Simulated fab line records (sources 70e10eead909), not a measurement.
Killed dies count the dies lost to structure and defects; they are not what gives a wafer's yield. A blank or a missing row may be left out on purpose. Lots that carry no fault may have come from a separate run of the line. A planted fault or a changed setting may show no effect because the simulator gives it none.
8D (eight disciplines) problem report, filled in by code + flow nand harc + the parts of the form that need people (team, actions taken, sign-off) are left out

1. WHAT IS WRONG
run length s at NHARC_P_BONDPAD_ETCH_24 reads a mean of 114.9 s on 2 wafers of 1 lot; wafers without a fault read 94.3 s with a standard deviation of 0.56. Relative to the usual mean, that is a shift of +37 standard deviations.
The step: etches the open film in CF4/N2, target depth 30 nm, time 72.99 s.
The first sign was on wafer L262.1 at day 10 11:37, on rie diel-02. The record has a number at this step for 32 wafers belonging to 11 lots. The rule behind "out" and "out of limits": a value lying over 4 standard deviations away from the usual mean. The other wafers with a number count as sound.

2. WHAT IT IS; WHAT IT IS NOT
| question                    | is                     | is not                                                                                          |
|-----------------------------|------------------------|-------------------------------------------------------------------------------------------------|
| which readings at this step | run length s           | drypump motor current A, oes product au, rf vpp V, showerhead plenum p Torr, throttle valve pct |
| which lots                  | L262                   | L248, L250, L251, L253, L255, L256, L257, L258, L268, L269                                      |
| which wafers of those lots  | all that have a number | -                                                                                               |
| read on which tools         | rie diel-02            | rie diel-01, rie diel-13                                                                        |
| when                        | from day 10 11:37      | up to then (24 sound wafers); but 6 sound wafers of L268, L269 came after                       |

3. WHAT RULES OUT EACH SUSPECT
Counting: any tool at a process step up to the reading is kept as a suspect provided that every lot that is out went through it and no sound lot did after the first of them.
- pecvd-04 at NHARC_P_M1_DEP_33 (deposits SiCN, target thk 30 nm): ruled out as a lasting fault. After its first lot that is out, L262 (day 10 04:59), sound lots L268 ran on it.
- pvd sputter-01 at NHARC_P_M2_PVD_20 (deposits TaN, target thk 5 nm, time 8.06 s): kept. It ran the lot that is out, L262 (day 10 11:37), and no sound lot after that; its last sound lot up to then is L258 (day 8 19:23). NHARC_P_M2_PVD_20: start missing for some lots; hours and lot order therefore follow NHARC_P_BONDPAD_ETCH_24.
- rie diel-02 at NHARC_P_BONDPAD_ETCH_12 (etches the open film in CHF3/O2, target depth 200 nm, time 100 s): ruled out as a lasting fault. After its first lot that is out, L262 (day 10 11:37), sound lots L269 ran on it. NHARC_P_BONDPAD_ETCH_12: start missing for some lots; hours and lot order therefore follow NHARC_P_BONDPAD_ETCH_24.
- rie diel-02 at NHARC_P_BONDPAD_ETCH_24 (etches the open film in CF4/N2, target depth 30 nm, time 72.99 s): kept. It ran the lot that is out, L262 (day 10 11:37), and no sound lot after that; its last sound lot up to then is L256 (day 8 12:35). Its own run length s readings are out on those wafers.
Remaining after the count are pvd sputter-01 at NHARC_P_M2_PVD_20 and rie diel-02 at NHARC_P_BONDPAD_ETCH_24.

4. THE CAUSE (what the simulator had put in)
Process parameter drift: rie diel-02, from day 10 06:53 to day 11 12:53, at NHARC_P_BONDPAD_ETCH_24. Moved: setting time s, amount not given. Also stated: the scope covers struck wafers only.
2 suspects survive the count, and this tool is in that group.

5. THE CHAIN OF EFFECTS, in route order
Rows list readings where the struck wafers' mean (over those with a number) sits beyond 3 standard deviations from the usual. Readings are gone through only where the record gives a usual standard deviation; hours: the median, over the lots, of the time from a lot's start at the first step in this table giving one to that lot's start at this step; sigmas: the change measured in usual standard deviations.
| hours | step                    | reading      | usual  | on struck wafers | change | sigmas |
|-------|-------------------------|--------------|--------|------------------|--------|--------|
| 0     | NHARC_P_BONDPAD_ETCH_24 | run length s | 94.3 s | 114.9            | +20.6  | +37    |
The process steps in it:
- NHARC_P_BONDPAD_ETCH_24: etches the open film in CF4/N2, target depth 30 nm, time 72.99 s.
Later steps that measure or inspect, where all struck wafers having a row at the step show a number for every such reading and not one has moved that far: NHARC_END_SORT_01.

6. HOW IT WOULD HAVE BEEN CAUGHT EARLIER
5 hours passed between the start of the fault at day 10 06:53 and the first reading out of limits in this record, taken at day 10 11:37.
